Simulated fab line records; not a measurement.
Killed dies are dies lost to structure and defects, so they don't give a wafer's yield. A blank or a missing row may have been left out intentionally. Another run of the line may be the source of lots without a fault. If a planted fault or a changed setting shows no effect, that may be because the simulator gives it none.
Which tool did it? :: flow n5 finfet :: 9 lots, 26 wafers sampled, at 7 steps of a route of 1938

== WHAT THE GAUGES SHOWED, per wafer ==
N5_DUMMY_GATE_CD_MEAS_50: target cd 14 nm.
lot: L250
measured: day 3 04:40
on: cd sem-03
cd nm (nm): 14.3 14.8 13.9

lot: L255
measured: day 4 11:02
on: cd sem-01
cd nm (nm): 13.8 13.9 13.7

lot: L257
measured: day 5 00:51
on: cd sem-02
cd nm (nm): 17.3 17.3 17.5

lot: L259
measured: day 5 14:14
on: cd sem-01
cd nm (nm): 17.7 17.4 17.8

lot: L264
measured: day 6 16:25
on: cd sem-02
cd nm (nm): 14.1 14.1 14.3

lot: L269
measured: day 8 00:46
on: cd sem-03
cd nm (nm): 13.8 13.6 14.1

lot: L270
measured: day 8 08:50
on: cd sem-02
cd nm (nm): 13.3 14.1 14.0

lot: L271
measured: day 8 15:46
on: cd sem-02
cd nm (nm): 13.4 13.5

lot: L272
measured: day 8 17:04
on: cd sem-01
cd nm (nm): 13.7 14.4 13.7

N5_DUMMY_GATE_CD_MEAS_24: target cd 15 nm.
lot: L250
measured: day 3 05:10
on: cd sem-01
cd nm (nm): 15.4 15.6 15.1

lot: L255
measured: day 4 11:32
on: cd sem-01
cd nm (nm): 15.0 14.9 14.8

lot: L257
measured: day 5 01:22
on: cd sem-02
cd nm (nm): 17.9 18.5 18.5

lot: L259
measured: day 5 14:44
on: cd sem-02
cd nm (nm): 17.9 18.5 18.6

lot: L264
measured: day 6 17:03
on: cd sem-02
cd nm (nm): 15.5 14.8 15.4

lot: L269
measured: day 8 01:16
on: cd sem-03
cd nm (nm): 14.8 14.7 14.8

lot: L270
measured: day 8 09:20
on: cd sem-03
cd nm (nm): 14.1 14.5 15.3

lot: L271
measured: day 8 16:19
on: cd sem-02
cd nm (nm): 13.8 14.7

lot: L272
measured: day 8 17:34
on: cd sem-01
cd nm (nm): 14.7 15.2 14.6

N5_BEOL_M4_RC_MEAS_101.
lot: L250
measured: day 8 21:14
on: prober-01
DIBL_N (mV/V): 33.9 32.7 35.4
DIBL_P (mV/V): 33.3 31.5 35.5
IOFF_N (nA/um): 0.14 0.12 0.15
IOFF_P (nA/um): 0.19 0.17 0.21
ION_N (uA/um): 673 665 683
ION_P (uA/um): 461 459 467
SS_N (mV/dec): 71.0 70.9 70.4
SS_P (mV/dec): 73.1 72.2 72.8
VT_N (mV): 248 252 249
VT_P (mV): -250 -253 -249

lot: L255
measured: day 9 15:16
on: prober-02
DIBL_N (mV/V): 36.0 36.5 37.4
DIBL_P (mV/V): 36.1 37.2 38.2
IOFF_N (nA/um): 0.16 0.17 0.18
IOFF_P (nA/um): 0.22 0.23 0.25
ION_N (uA/um): 680 685 682
ION_P (uA/um): 466 469 469
SS_N (mV/dec): 71.1 71.6 72.0
SS_P (mV/dec): 73.6 73.7 74.6
VT_N (mV): 250 247 248
VT_P (mV): -249 -246 -248

lot: L264
measured: day 11 19:26
on: prober-01
DIBL_N (mV/V): 33.6 35.7 35.5
DIBL_P (mV/V): 34.0 35.9 35.8
IOFF_N (nA/um): 0.16 0.18 0.18
IOFF_P (nA/um): 0.19 0.20 0.21
ION_N (uA/um): 687 697 695
ION_P (uA/um): 461 464 463
SS_N (mV/dec): 71.4 71.6 71.7
SS_P (mV/dec): 73.0 73.0 73.6
VT_N (mV): 249 247 246
VT_P (mV): -254 -250 -250

lot: L269
measured: day 13 18:41
on: prober-02
DIBL_N (mV/V): 36.4 37.2 38.1
DIBL_P (mV/V): 37.7 38.2 39.5
IOFF_N (nA/um): 0.16 0.18 0.20
IOFF_P (nA/um): 0.22 0.23 0.25
ION_N (uA/um): 681 680 699
ION_P (uA/um): 469 464 476
SS_N (mV/dec): 71.8 71.8 71.8
SS_P (mV/dec): 73.6 74.4 74.7
VT_N (mV): 249 249 245
VT_P (mV): -251 -252 -249

lot: L270
measured: day 14 01:46
on: prober-01
DIBL_N (mV/V): 37.9 38.5 37.8
DIBL_P (mV/V): 36.6 37.6 37.1
IOFF_N (nA/um): 0.17 0.20 0.19
IOFF_P (nA/um): 0.21 0.24 0.22
ION_N (uA/um): 691 696 703
ION_P (uA/um): 463 469 470
SS_N (mV/dec): 71.6 71.7 71.1
SS_P (mV/dec): 73.4 74.8 73.7
VT_N (mV): 248 245 245
VT_P (mV): -250 -247 -249

lot: L271
measured: day 14 09:19
on: prober-02
DIBL_N (mV/V): 40.8 36.5
DIBL_P (mV/V): 43.6 37.9
IOFF_N (nA/um): 0.28 0.16
IOFF_P (nA/um): 0.32 0.22
ION_N (uA/um): 701 672
ION_P (uA/um): 481 462
SS_N (mV/dec): 72.3 72.2
SS_P (mV/dec): 74.5 72.9
VT_N (mV): 241 253
VT_P (mV): -247 -250

lot: L272
measured: day 14 04:23
on: prober-01
DIBL_N (mV/V): 37.0 36.6 38.6
DIBL_P (mV/V): 37.6 37.2 39.7
IOFF_N (nA/um): 0.16 0.17 0.20
IOFF_P (nA/um): 0.22 0.22 0.27
ION_N (uA/um): 687 683 688
ION_P (uA/um): 469 462 470
SS_N (mV/dec): 71.7 71.3 72.0
SS_P (mV/dec): 73.4 73.8 74.9
VT_N (mV): 250 247 245
VT_P (mV): -251 -252 -249

== WHICH TOOL RAN EACH LOT (tool, then ch and the chambers of the sampled wafers, then the start) ==
lot: L250
N5_STI_FIN_REVEAL_OXIDATION_33: plasma asher-01 ch 0,1, day 2 19:12
N5_DUMMY_GATE_ETCH_29: rie diel-04 ch 0,1,3, day 3 04:21
N5_DUMMY_GATE_TRIM_49: rie si-01 ch 1,2, day 3 04:31
N5_DUMMY_GATE_ETCH_32: rie si-04 ch 2,3, day 3 04:57

lot: L255
N5_STI_FIN_REVEAL_OXIDATION_33: plasma asher-02 ch 0, day 4 00:29
N5_DUMMY_GATE_ETCH_29: rie diel-02 ch 0,3, day 4 10:30
N5_DUMMY_GATE_TRIM_49: rie si-04 ch 0,1,2, day 4 10:40
N5_DUMMY_GATE_ETCH_32: rie si-02 ch 1,3, day 4 11:20

lot: L257
N5_STI_FIN_REVEAL_OXIDATION_33: plasma asher-01 ch 0,1, day 4 13:55
N5_DUMMY_GATE_ETCH_29: rie diel-02 ch 0,2, day 5 00:32
N5_DUMMY_GATE_TRIM_49: rie si-04 ch 2,3, day 5 00:42
N5_DUMMY_GATE_ETCH_32: rie si-01 ch 0,1, day 5 01:10

lot: L259
N5_STI_FIN_REVEAL_OXIDATION_33: plasma asher-02 ch 0,1, day 5 01:34
N5_DUMMY_GATE_ETCH_29: rie diel-04 ch 0,1,2, day 5 13:55
N5_DUMMY_GATE_TRIM_49: rie si-04 ch 1,2,3, day 5 14:05
N5_DUMMY_GATE_ETCH_32: rie si-02 ch 1,3, day 5 14:32

lot: L264
N5_STI_FIN_REVEAL_OXIDATION_33: plasma asher-02 ch 0,1, day 6 06:46
N5_DUMMY_GATE_ETCH_29: rie diel-03 ch 0,2,3, day 6 16:06
N5_DUMMY_GATE_TRIM_49: rie si-01 ch 0,1,3, day 6 16:18
N5_DUMMY_GATE_ETCH_32: rie si-02 ch 0,3, day 6 16:50

lot: L269
N5_STI_FIN_REVEAL_OXIDATION_33: plasma asher-02 ch 0,1, day 7 15:23
N5_DUMMY_GATE_ETCH_29: rie diel-02 ch 1,3, day 8 00:26
N5_DUMMY_GATE_TRIM_49: rie si-04 ch 0,1, day 8 00:35
N5_DUMMY_GATE_ETCH_32: rie si-01 ch 0,1,2, day 8 01:04

lot: L270
N5_STI_FIN_REVEAL_OXIDATION_33: plasma asher-02 ch 0,1, day 7 21:07
N5_DUMMY_GATE_ETCH_29: rie diel-04 ch 1,3, day 8 08:32
N5_DUMMY_GATE_TRIM_49: rie si-04 ch 1,2,3, day 8 08:41
N5_DUMMY_GATE_ETCH_32: rie si-02 ch 1,3, day 8 09:08

lot: L271
N5_STI_FIN_REVEAL_OXIDATION_33: plasma asher-01 ch 0, day 8 02:02
N5_DUMMY_GATE_ETCH_29: rie diel-02 ch 1, day 8 15:25
N5_DUMMY_GATE_TRIM_49: rie si-02 ch 2,3, day 8 15:35
N5_DUMMY_GATE_ETCH_32: rie si-04 ch 0,2, day 8 16:06

lot: L272
N5_STI_FIN_REVEAL_OXIDATION_33: plasma asher-01 ch 0,1, day 8 07:23
N5_DUMMY_GATE_ETCH_29: rie diel-02 ch 1,2,3, day 8 16:44
N5_DUMMY_GATE_TRIM_49: rie si-04 ch 0,1,2, day 8 16:54
N5_DUMMY_GATE_ETCH_32: rie si-02 ch 0,2, day 8 17:22
- N5_STI_FIN_REVEAL_OXIDATION_33: chemistry O2 PLASMA REMOTE, time 20 s.
- N5_DUMMY_GATE_ETCH_29: etches underlayer in N2/H2, target depth 13 nm.
- N5_DUMMY_GATE_TRIM_49: chemistry O2, time 29 s, target cd 14 nm.
- N5_DUMMY_GATE_ETCH_32: etches SiO2 in CF4, target depth 3.5 nm, time 3.9 s.

== AS READ BY THE TOOLS THEMSELVES (means over the sampled wafers that have a number; for cases with no such wafer, the mark the record gives instead) ==
N5_STI_FIN_REVEAL_OXIDATION_33.
lot: L250
tool: plasma asher-01
drypump motor current A (A): 5.7
heater power w (W): 140
temp c max: 150.77

lot: L255
tool: plasma asher-02
drypump motor current A (A): 5.5
heater power w (W): 157
temp c max: 150.65

lot: L257
tool: plasma asher-01
drypump motor current A (A): 5.8
heater power w (W): 155
temp c max: 150.97

lot: L259
tool: plasma asher-02
drypump motor current A (A): 5.7
heater power w (W): 158
temp c max: 150.71

lot: L264
tool: plasma asher-02
drypump motor current A (A): 5.7
heater power w (W): 161
temp c max: 150.72

lot: L269
tool: plasma asher-02
drypump motor current A (A): 5.8
heater power w (W): 159
temp c max: 150.56

lot: L270
tool: plasma asher-02
drypump motor current A (A): 5.6
heater power w (W): 161
temp c max: 150.66

lot: L271
tool: plasma asher-01
drypump motor current A (A): 5.4
heater power w (W): 128
temp c max: 150.74

lot: L272
tool: plasma asher-01
drypump motor current A (A): 5.9
heater power w (W): 153
temp c max: 150.77

N5_DUMMY_GATE_ETCH_29.
lot: L250
tool: rie diel-04
drypump motor current A (A): 6.2
oes product au (a.u.): 0.80
rf vpp V (V): 522.1
showerhead plenum p Torr (Torr): 2.48
throttle valve pct (%): 17.89

lot: L255
tool: rie diel-02
drypump motor current A (A): 5.2
oes product au (a.u.): 0.79
rf vpp V (V): 519.8
showerhead plenum p Torr (Torr): 2.43
throttle valve pct (%): 17.93

lot: L257
tool: rie diel-02
drypump motor current A (A): 5.3
oes product au (a.u.): 0.77
rf vpp V (V): 520.3
showerhead plenum p Torr (Torr): 2.42
throttle valve pct (%): 17.97

lot: L259
tool: rie diel-04
drypump motor current A (A): 6.0
oes product au (a.u.): 0.77
rf vpp V (V): 523.3
showerhead plenum p Torr (Torr): 2.51
throttle valve pct (%): 17.90

lot: L264
tool: rie diel-03
drypump motor current A (A): 5.8
oes product au (a.u.): 0.82
rf vpp V (V): 525.3
showerhead plenum p Torr (Torr): 2.60
throttle valve pct (%): 17.99

lot: L269
tool: rie diel-02
drypump motor current A (A): 5.3
oes product au (a.u.): 0.79
rf vpp V (V): 522.9
showerhead plenum p Torr (Torr): 2.52
throttle valve pct (%): 17.75

lot: L270
tool: rie diel-04
drypump motor current A (A): 6.1
oes product au (a.u.): 0.92
rf vpp V (V): 523.3
showerhead plenum p Torr (Torr): 2.52
throttle valve pct (%): 17.70

lot: L271
tool: rie diel-02
drypump motor current A (A): 5.2
oes product au (a.u.): 0.90
rf vpp V (V): 521.6
showerhead plenum p Torr (Torr): 2.49
throttle valve pct (%): 17.61

lot: L272
tool: rie diel-02
drypump motor current A (A): 5.5
oes product au (a.u.): 0.77
rf vpp V (V): 522.7
showerhead plenum p Torr (Torr): 2.51
throttle valve pct (%): 17.78

N5_DUMMY_GATE_TRIM_49.
lot: L250
tool: rie si-01
drypump motor current A (A): 5.9
oes product au (a.u.): 0.994
throttle valve pct (%): 8.35

lot: L255
tool: rie si-04
drypump motor current A (A): 6.1
oes product au (a.u.): 0.987
throttle valve pct (%): 8.11

lot: L257
tool: rie si-04
drypump motor current A (A): 5.9
oes product au (a.u.): 0.734
throttle valve pct (%): 7.93

lot: L259
tool: rie si-04
drypump motor current A (A): 6.1
oes product au (a.u.): 0.746
throttle valve pct (%): 7.99

lot: L264
tool: rie si-01
drypump motor current A (A): 5.7
oes product au (a.u.): 1.001
throttle valve pct (%): 8.16

lot: L269
tool: rie si-04
drypump motor current A (A): 6.0
oes product au (a.u.): 0.981
throttle valve pct (%): 8.16

lot: L270
tool: rie si-04
drypump motor current A (A): 6.1
oes product au (a.u.): 0.991
throttle valve pct (%): 7.99

lot: L271
tool: rie si-02
drypump motor current A (A): 5.7
oes product au (a.u.): 0.996
throttle valve pct (%): 8.22

lot: L272
tool: rie si-04
drypump motor current A (A): 6.1
oes product au (a.u.): 0.984
throttle valve pct (%): 8.13

N5_DUMMY_GATE_ETCH_32.
lot: L250
tool: rie si-04
drypump motor current A (A): 5.9
oes product au (a.u.): 0.994
throttle valve pct (%): 21.75

lot: L255
tool: rie si-02
drypump motor current A (A): 6.1
oes product au (a.u.): 0.996
throttle valve pct (%): 21.60

lot: L257
tool: rie si-01
drypump motor current A (A): 5.4
oes product au (a.u.): 1.015
throttle valve pct (%): 21.71

lot: L259
tool: rie si-02
drypump motor current A (A): 6.2
oes product au (a.u.): 1.007
throttle valve pct (%): 21.60

lot: L264
tool: rie si-02
drypump motor current A (A): 6.0
oes product au (a.u.): 1.031
throttle valve pct (%): 21.71

lot: L269
tool: rie si-01
drypump motor current A (A): 5.6
oes product au (a.u.): 1.013
throttle valve pct (%): 21.76

lot: L270
tool: rie si-02
drypump motor current A (A): 6.1
oes product au (a.u.): 1.024
throttle valve pct (%): 21.64

lot: L271
tool: rie si-04
drypump motor current A (A): 5.8
oes product au (a.u.): 0.975
throttle valve pct (%): 21.86

lot: L272
tool: rie si-02
drypump motor current A (A): 5.7
oes product au (a.u.): 1.011
throttle valve pct (%): 21.70

== THE ANSWER, worked out from the rows above alone ==
Rule: usual is defined by the lots themselves. Put in order of their means at a reading, lots are off if they are a third of the lots or fewer, leave a main group of 4 or more, and stand apart from it by a gap of 3 or more times the standard deviation of the main group's means; of several such gaps the widest counts. If all means in a main group match to the digits the tables above print for the reading, that group is not used. A lot without any number at a reading at which 4 lots or more have one is off too. Where the step has rows for the other lots, those lots are counted as sound. First the gauges in route order, then the tools' own readings, where a lot's mean is used as printed above. At the first step where some lot is off, the reading lying furthest off is the one used; lots without a number count as furthest.
Off, at N5_DUMMY_GATE_CD_MEAS_50 on cd nm: L257, L259. Mean 13.9 nm and standard deviation 0.26 in the main group.
A tool fits if, at a process step before that reading, it ran every lot that is off, and no sound lot after the first of them. The gauges at N5_DUMMY_GATE_CD_MEAS_50 aren't tried: what is off there is off at N5_DUMMY_GATE_TRIM_49 too, on other tools, and a gauge's error can't cause that. Of those tried, none fits.

== WHAT THE SIMULATOR HAD PUT IN ==
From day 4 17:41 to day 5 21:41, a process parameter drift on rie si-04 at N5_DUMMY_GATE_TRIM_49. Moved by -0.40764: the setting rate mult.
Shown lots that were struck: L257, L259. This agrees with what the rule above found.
